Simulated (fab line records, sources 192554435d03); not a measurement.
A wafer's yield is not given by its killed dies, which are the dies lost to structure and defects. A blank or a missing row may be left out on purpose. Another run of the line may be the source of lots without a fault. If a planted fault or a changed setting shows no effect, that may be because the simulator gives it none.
fab line records -- flow n5-finfet
[record] lots = 12, wafers = 36, last-day = 18
route steps=1938 shown BEOL_M9@1457 BEOL_M10@1473
lots that met no fault: from a run of the same line without faults
start-h: hours from the record's opening day to when the first of the lot's shown wafers began -- wait-h: how many hours have passed since the lot's step before this one -- " the same as in the row above -- L1.1+2: one row covering several wafers at once -- - no value, or no start given -- * or withheld: withheld -- < > ~ a bound
route shown NAME@n: NAME is a module with steps in the file, n the number in the route of the first one -- usual: mean/standard deviation taken from wafers without a fault -- same: alike in all rows -- chamber/n: place in a boat -- sites: readings site by site -- _std_site: standard deviation of those values -- _edge_site: the outer-site mean with the inner-site mean subtracted -- radius-mm: how far each site lies from the wafer's centre -- mask NAME#n: copy n -- behind: tool/chamber where the wafer was last shaped -- hold: why the lot was held/for how many hours/how that ended -- device: transistor that didn't switch, given as n, p or np -- end of line: tests of these same wafers at the route's end -- a step given without rows: its recipe and nothing more -- killed: not the wafer's yield, but the dies lost to structure and defects at the first sort -- map: the dies of a wafer, with x for killed, . for not killed, _ for no die there
set.NAME: the setting the step ran with; set.NAME@STEP: the setting that earlier step ran with -- model.NAME: the simulator's own value behind a step, which no gauge read
a sample of lots followed through the steps of the route, with each step as a table and each wafer as a row
services: from which hour (start-h, from the record's first day; less than 0 if before it) a tool's chamber was out of use, for how many hours, and why
[[steps]]
[step N5_BEOL_M9_PRE_CLEAN_45]
[recipe] gas = H2/He, time-s = 30, temp-c = 250
[usual] heater-power-w = 349/28
lot.wafer,tool,chamber,start-h,wait-h,heater-power-w
L966.1,pvd-sputter-02,-,215.55,0.0,319
L966.3,pvd-sputter-02,-,215.55,0.0,351
L966.6,pvd-sputter-02,-,215.55,0.0,315
L967.3,pvd-sputter-03,-,218.55,0.0,351
L967.4,pvd-sputter-03,-,218.55,0.0,331
L967.6,pvd-sputter-03,-,218.55,0.0,375
L969.3,pvd-sputter-01,-,231.44,0.0,380
L969.4,pvd-sputter-01,-,231.44,0.0,334
L969.5,pvd-sputter-01,-,231.44,0.0,369
L968.1,pvd-sputter-02,-,231.81,0.0,347
L968.2,pvd-sputter-02,-,231.81,0.0,312
L968.6,pvd-sputter-02,-,231.81,0.0,311
L970.1,pvd-sputter-03,-,234.06,0.0,297
L970.4,pvd-sputter-03,-,234.06,0.0,332
L970.5,pvd-sputter-03,-,234.06,0.0,287
L971.2,pvd-sputter-03,-,239.59,0.0,287
L971.3,pvd-sputter-03,-,239.59,0.0,322
L971.5,pvd-sputter-03,-,239.59,0.0,297
L973.1,pvd-sputter-01,-,256.47,0.0,346
L973.4,pvd-sputter-01,-,256.47,0.0,331
L973.5,pvd-sputter-01,-,256.47,0.0,365
L979.2,pvd-sputter-01,-,289.79,0.0,392
L979.3,pvd-sputter-01,-,289.79,0.0,371
L979.4,pvd-sputter-01,-,289.79,0.0,330
L983.4,pvd-sputter-01,-,338.82,0.0,376
L983.5,pvd-sputter-01,-,338.82,0.0,340
L983.6,pvd-sputter-01,-,338.82,0.0,398
L984.1,pvd-sputter-01,-,339.34,0.0,362
L984.4,pvd-sputter-01,-,339.34,0.0,393
L984.5,pvd-sputter-01,-,339.34,0.0,372
L985.1,pvd-sputter-01,-,339.62,0.0,370
L985.2,pvd-sputter-01,-,339.62,0.0,355
L985.4,pvd-sputter-01,-,339.62,0.0,341
L987.3,pvd-sputter-01,-,365.67,0.0,351
L987.4,pvd-sputter-01,-,365.67,0.0,376
L987.5,pvd-sputter-01,-,365.67,0.0,389
[step N5_BEOL_M9_SURFACE_TREAT_79]
[recipe] gas = Ar, time-s = *, ion-energy-ev = *, ion-current-ma-cm2 = 0.5, pressure-mtorr = *, ar-flow-sccm = 30
[usual] pressure-mtorr = *, throttle-valve-pct = *
lot.wafer,tool,chamber,start-h,wait-h,pressure-mtorr,throttle-valve-pct
L966.1,pvd-sputter-02,-,215.99,0.2,*,*
L966.3,pvd-sputter-02,-,215.99,0.2,*,*
L966.6,pvd-sputter-02,-,215.99,0.2,*,*
L967.3,pvd-sputter-01,-,218.91,0.2,*,*
L967.4,pvd-sputter-01,-,218.91,0.2,*,*
L967.6,pvd-sputter-01,-,218.91,0.2,*,*
L969.3,pvd-sputter-02,-,231.85,0.2,*,*
L969.4,pvd-sputter-02,-,231.85,0.2,*,*
L969.5,pvd-sputter-02,-,231.85,0.2,*,*
L968.1,pvd-sputter-01,-,233.58,1.6,*,*
L968.2,pvd-sputter-01,-,233.58,1.6,*,*
L968.6,pvd-sputter-01,-,233.58,1.6,*,*
L970.1,pvd-sputter-02,-,234.49,0.2,*,*
L970.4,pvd-sputter-02,-,234.49,0.2,*,*
L970.5,pvd-sputter-02,-,234.49,0.2,*,*
L971.2,pvd-sputter-01,-,240.10,0.3,*,*
L971.3,pvd-sputter-01,-,240.10,0.3,*,*
L971.5,pvd-sputter-01,-,240.10,0.3,*,*
L973.1,pvd-sputter-01,-,257.01,0.2,*,*
L973.4,pvd-sputter-01,-,257.01,0.2,*,*
L973.5,pvd-sputter-01,-,257.01,0.2,*,*
L979.2,pvd-sputter-02,-,290.55,0.5,*,*
L979.3,pvd-sputter-02,-,290.55,0.5,*,*
L979.4,pvd-sputter-02,-,290.55,0.5,*,*
L983.4,pvd-sputter-01,-,339.22,0.2,*,*
L983.5,pvd-sputter-01,-,339.22,0.2,*,*
L983.6,pvd-sputter-01,-,339.22,0.2,*,*
L984.1,pvd-sputter-01,-,339.82,0.3,*,*
L984.4,pvd-sputter-01,-,339.82,0.3,*,*
L984.5,pvd-sputter-01,-,339.82,0.3,*,*
L985.1,pvd-sputter-02,-,341.35,1.5,*,*
L985.2,pvd-sputter-02,-,341.35,1.5,*,*
L985.4,pvd-sputter-02,-,341.35,1.5,*,*
L987.3,pvd-sputter-02,-,366.11,0.2,*,*
L987.4,pvd-sputter-02,-,366.11,0.2,*,*
L987.5,pvd-sputter-02,-,366.11,0.2,*,*
[step N5_BEOL_M10_PECVD_70]
[recipe] material = SiO2, target-thk-a = 200, temp-c = 400, precursor = TEOS/O2, pressure-torr = 5.5, rf-w = 450, teos-flow-sccm = 53.8, gas = O2, flow-sccm = 3000, time-s = 22.7
[usual] heater-power-w = 696/130, showerhead-plenum-p-Torr = 8.78/0.069, throttle-valve-pct = 22.2/1.4
lot.wafer,tool,chamber,start-h,wait-h,heater-power-w,showerhead-plenum-p-Torr,since-wet-clean-h,throttle-valve-pct
L966.1,pecvd-03,1,218.51,0.0,844,8.81,1829,25.1
L966.3,pecvd-03,0,218.51,0.0,513,8.78,1104,22.5
L966.6,pecvd-03,0,218.51,0.0,523,8.81,-,22.8
L967.3,pecvd-04,0,220.88,0.1,545,8.81,-,21.3
L967.4,pecvd-04,1,220.88,0.1,568,8.70,-,21.6
L967.6,pecvd-04,0,220.88,0.1,538,8.76,-,21.1
L969.3,pecvd-01,1,235.30,0.0,1013,8.94,1664,24.0
L969.4,pecvd-01,1,235.30,0.0,1017,8.91,-,24.1
L969.5,pecvd-01,2,235.30,0.0,735,8.69,-,21.6
L968.1,pecvd-04,0,235.85,0.1,586,8.78,253,20.9
L968.2,pecvd-04,2,235.85,0.1,664,8.83,4,20.5
L968.6,pecvd-04,0,235.85,0.1,576,8.82,-,21.0
L970.1,pecvd-04,1,236.77,0.0,675,8.69,1484,21.8
L970.4,pecvd-04,2,236.77,0.0,655,8.83,-,20.6
L970.5,pecvd-04,1,236.77,0.0,687,8.66,-,21.6
L971.2,pecvd-04,0,243.59,0.0,547,8.80,261,21.3
L971.3,pecvd-04,1,243.59,0.0,665,8.68,1491,21.7
L971.5,pecvd-04,1,243.59,0.0,670,8.71,-,21.5
L973.1,pecvd-01,1,259.17,0.0,960,8.92,1688,24.0
L973.4,pecvd-01,1,259.17,0.0,948,8.92,-,24.0
L973.5,pecvd-01,0,259.17,0.0,646,8.78,-,21.5
L979.2,pecvd-03,1,292.79,0.0,823,8.83,1903,24.7
L979.3,pecvd-03,0,292.79,0.0,557,8.79,1178,22.6
L979.4,pecvd-03,0,292.79,0.0,548,8.80,-,22.6
L983.4,pecvd-04,0,341.42,0.1,541,8.79,-,21.3
L983.5,pecvd-04,1,341.42,0.1,613,8.70,-,21.8
L983.6,pecvd-04,2,341.42,0.1,693,8.83,-,20.7
L984.1,pecvd-03,0,343.19,0.0,533,8.80,1228,22.6
L984.4,pecvd-03,0,343.19,0.0,534,8.80,-,22.7
L984.5,pecvd-03,2,343.19,0.0,723,8.71,-,21.6
L985.1,pecvd-01,2,343.67,0.0,728,8.69,294,22.0
L985.2,pecvd-01,0,343.67,0.0,709,8.78,1048,21.6
L985.4,pecvd-01,2,343.67,0.0,725,8.68,-,21.8
L987.3,pecvd-01,2,368.36,0.0,795,8.68,318,22.1
L987.4,pecvd-01,0,368.36,0.0,628,8.80,-,21.5
L987.5,pecvd-01,2,368.36,0.0,779,8.70,-,22.1
[step N5_BEOL_M10_COAT_59]
[recipe] resist = SOC, temp-c = 250, time-s = 60, spin-rpm = 1500, resist-thk-nm = 100
[usual] spin-speed-rpm = 1499.8/0.96
lot.wafer,tool,chamber,start-h,wait-h,spin-speed-rpm
L966.1,litho-track-03,0,218.70,0.1,1499.2
L966.3,litho-track-03,0,218.70,0.1,1500.7
L966.6,litho-track-03,0,218.70,0.1,1498.3
L967.3,litho-track-01,0,222.20,0.1,1498.6
L967.4,litho-track-01,0,222.20,0.1,1499.6
L967.6,litho-track-01,0,222.20,0.1,1499.7
L969.3,litho-track-01,0,236.97,0.1,1497.9
L969.4,litho-track-01,0,236.97,0.1,1498.3
L969.5,litho-track-01,0,236.97,0.1,1499.0
L968.1,litho-track-02,0,237.07,0.1,1498.7
L968.2,litho-track-02,0,237.07,0.1,1498.2
L968.6,litho-track-02,0,237.07,0.1,1499.0
L970.1,litho-track-01,0,237.55,0.1,1314.6
L970.4,litho-track-01,0,237.55,0.1,1314.1
L970.5,litho-track-01,0,237.55,0.1,1315.2
L971.2,litho-track-01,0,246.01,0.1,1313.8
L971.3,litho-track-01,0,246.01,0.1,1315.4
L971.5,litho-track-01,0,246.01,0.1,1315.7
L973.1,litho-track-01,0,260.81,0.1,1313.7
L973.4,litho-track-01,0,260.81,0.1,1314.9
L973.5,litho-track-01,0,260.81,0.1,1315.2
L979.2,litho-track-03,0,293.36,0.1,1498.0
L979.3,litho-track-03,0,293.36,0.1,1499.6
L979.4,litho-track-03,0,293.36,0.1,1500.5
L983.4,litho-track-01,0,342.21,0.1,1501.3
L983.5,litho-track-01,0,342.21,0.1,1500.9
L983.6,litho-track-01,0,342.21,0.1,1500.6
L984.1,litho-track-01,0,345.18,0.1,1500.1
L984.4,litho-track-01,0,345.18,0.1,1498.8
L984.5,litho-track-01,0,345.18,0.1,1500.2
L985.1,litho-track-02,0,345.64,0.1,1498.9
L985.2,litho-track-02,0,345.64,0.1,1500.5
L985.4,litho-track-02,0,345.64,0.1,1498.9
L987.3,litho-track-03,0,369.27,0.1,1501.3
L987.4,litho-track-03,0,369.27,0.1,1500.5
L987.5,litho-track-03,0,369.27,0.1,1501.0
[[services]]
tool,chamber,start-h,hours,kind
pecvd-01,-,192.75,2.8,pm
pecvd-04,2,202.38,-,clean
pecvd-04,2,202.38,-,consumable-replace:showerhead
pecvd-04,2,202.38,29.0,scheduled-down
pecvd-04,2,202.38,29.0,vent-cycle
pecvd-04,-,206.89,0.8,repair
pecvd-01,-,214.89,2.5,repair
pecvd-03,-,252.74,1.0,repair
pecvd-03,2,259.89,-,calibration
litho-track-03,-,267.20,-,consumable-replace:filter
pecvd-03,0,295.41,5.5,scheduled-down
pecvd-01,2,307.36,4.2,repair
pecvd-03,1,350.43,5.5,scheduled-down
pecvd-01,1,357.67,2.1,scheduled-down
[[key]]
[first-sign] step = N5_BEOL_M10_COAT_59, reading = spin-speed-rpm, direction = down, sigmas = 99+, usual = *, struck = *
effect none on later readings
met-at N5_BEOL_M10_COAT_59
struck-lots L970,L971,L973
not-acting-at N5_BEOL_M9_PRE_CLEAN_45,N5_BEOL_M9_SURFACE_TREAT_79,N5_BEOL_M10_PECVD_70
onset-between 236.97 237.55
[fault] kind = process-parameter-drift, tool = litho-track-01, chamber = -, onset-h = 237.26, steps = N5_BEOL_M10_COAT_59, channel = spin-rpm, offset = *, shape = step, end-h = 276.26, acts-in = *, stated = *
